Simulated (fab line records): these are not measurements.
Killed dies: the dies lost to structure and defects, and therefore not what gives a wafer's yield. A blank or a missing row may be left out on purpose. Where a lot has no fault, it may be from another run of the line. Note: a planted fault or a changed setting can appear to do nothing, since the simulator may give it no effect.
One fault seen from 3 desks	flow n5-finfet	each desk holds nothing but its own numbers, with what lay behind them at the end

AT THE TOOL OWNER'S DESK: cmp-02
The tool's own readings at N5_BEOL_M8_CMP_52 (polishes, stops on SiCOH lowk, t overpolish 6.9 s, target thk 80 nm): means of the sampled wafers that have a number, for each lot that ran on this tool. A lot is out of limits, marked OUT, if its mean lies more than 4 standard deviations from the usual mean; the brackets give that distance.
Columns: A = barrier-field-endpoint-s at N5_BEOL_M8_CMP_52, usual 29.3 s; B = clearing-platen-down-force-psi at N5_BEOL_M8_CMP_52, usual 1.4999 psi; C = clearing-platen-rpm at N5_BEOL_M8_CMP_52, usual 50.002 rpm; D = motor-current-A at N5_BEOL_M8_CMP_52, usual 6.4 A; E = overpolish-run-s at N5_BEOL_M8_CMP_52, usual 6.900 s; F = time-to-endpoint-s at N5_BEOL_M8_CMP_52, usual 64 s
lot	first seen here	A	B	C	D	E	F
L773	day 9 13:53	28.5	1.5011	50.012	6.0	6.899	63
L783	day 12 09:31	35.3 (+8.0) OUT	1.4990	49.989	6.0	4.612 (-99 or more) OUT	69
L795	day 15 12:00	29.4	1.5007	50.011	6.3	6.897	62
Finding of this desk: L783 out of limits; the first was L783 at day 12 09:31, on barrier-field-endpoint-s at N5_BEOL_M8_CMP_52. Within limits: L773, L795.

THE DEFECT DESK
Per lot, the means of the sampled wafers with a number show what the inspections along the route counted. A lot is out of limits, marked OUT, if its mean lies more than 4 standard deviations from the usual mean; the brackets give that distance.
Columns: A = raw-defect-count at N5_BEOL_M8_INSPECT_58, usual 72
lot	first seen here	A
L773	day 9 14:22	74
L772	day 9 23:22	70
L775	day 10 14:45	64
L783	day 12 09:55	420 (+14) OUT
L786	day 12 19:20	60
L789	day 14 00:24	68
L791	day 14 07:46	76
L790	day 14 10:12	60
L794	day 15 10:10	58
L795	day 15 12:27	98
Finding of this desk: L783 out of limits; the first was L783 at day 12 09:55, on raw-defect-count at N5_BEOL_M8_INSPECT_58. Within limits: L773, L772, L775, L786, L789, L791, L790, L794, L795.

FROM THE METROLOGY DESK
Means of the sampled wafers that have a number, per lot and without regard to the tool the lot ran on: this is what the gauges read. A lot is out of limits, marked OUT, if its mean lies more than 4 standard deviations from the usual mean; the brackets give that distance. Readings shown: 7 out of 11 (the first out of limits, and those lying furthest out on some lot).
Columns: A = DIBL_N at N5_BEOL_M4_RC_MEAS_101, usual 36.3 mV/V; B = DIBL_P at N5_BEOL_M4_RC_MEAS_101, usual 36.2 mV/V; C = IOFF_N at N5_BEOL_M4_RC_MEAS_101, usual 0.160 nA/um; D = IOFF_P at N5_BEOL_M4_RC_MEAS_101, usual 0.21 nA/um; E = SS_P at N5_BEOL_M4_RC_MEAS_101, usual 73.3 mV/dec; F = VT_N at N5_BEOL_M4_RC_MEAS_101, usual 250 mV; G = M8_THK at N5_BEOL_M8_THK_MEAS_53, usual 84.7 nm
lot	first seen here	A	B	C	D	E	F	G
L772	day 7 20:53	39.9	39.6	0.216	0.28	74.0	245	84.2
L773	day 8 00:02	36.0	35.6	0.157	0.21	72.6	249	83.6
L775	day 9 01:31	38.1	36.7	0.169	0.25	73.2	248	85.8
L783	day 10 19:08	37.5	38.5	0.188	0.24	74.4	247	123.2 (+15) OUT
L786	day 11 05:39	36.9	37.0	0.177	0.21	73.7	250	82.4
L789	day 12 12:45	34.3	35.4	0.132	0.19	72.7	252	83.2
L791	day 12 16:40	37.2	36.0	0.177	0.24	73.3	248	84.8
L790	day 12 16:46	35.5	36.1	0.138	0.18	73.2	253	83.5
L794	day 13 18:03	36.1	34.9	0.161	0.21	73.5	246	82.4
L795	day 13 21:29	36.0	35.8	0.146	0.17	73.5	250	84.3
Per this desk, out of limits: L783; the first was L783, day 12 09:46 (M8_THK at N5_BEOL_M8_THK_MEAS_53). Within limits: L772, L773, L775, L786, L789, L791, L790, L794, L795.

TAKEN TOGETHER
At day 12 09:31, on L783, the tool owner's desk was in a position to raise an alarm.
At day 12 09:46 the metrology desk could have sounded an alarm, on L783.
The defect desk could have raised an alarm at day 12 09:55, on L783.
The lots listed all ran N5_BEOL_M8_CMP_52 on cmp-02.

WHAT WAS PUT IN BY THE SIMULATOR
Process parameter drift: cmp-02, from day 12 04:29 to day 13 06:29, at N5_BEOL_M8_CMP_52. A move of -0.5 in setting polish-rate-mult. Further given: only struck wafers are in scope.
Lots struck among those shown: L783.
Hours from the fault's start to each desk's first reading out of limits: the tool owner's desk, 5; the metrology desk, 5; the defect desk, 5.
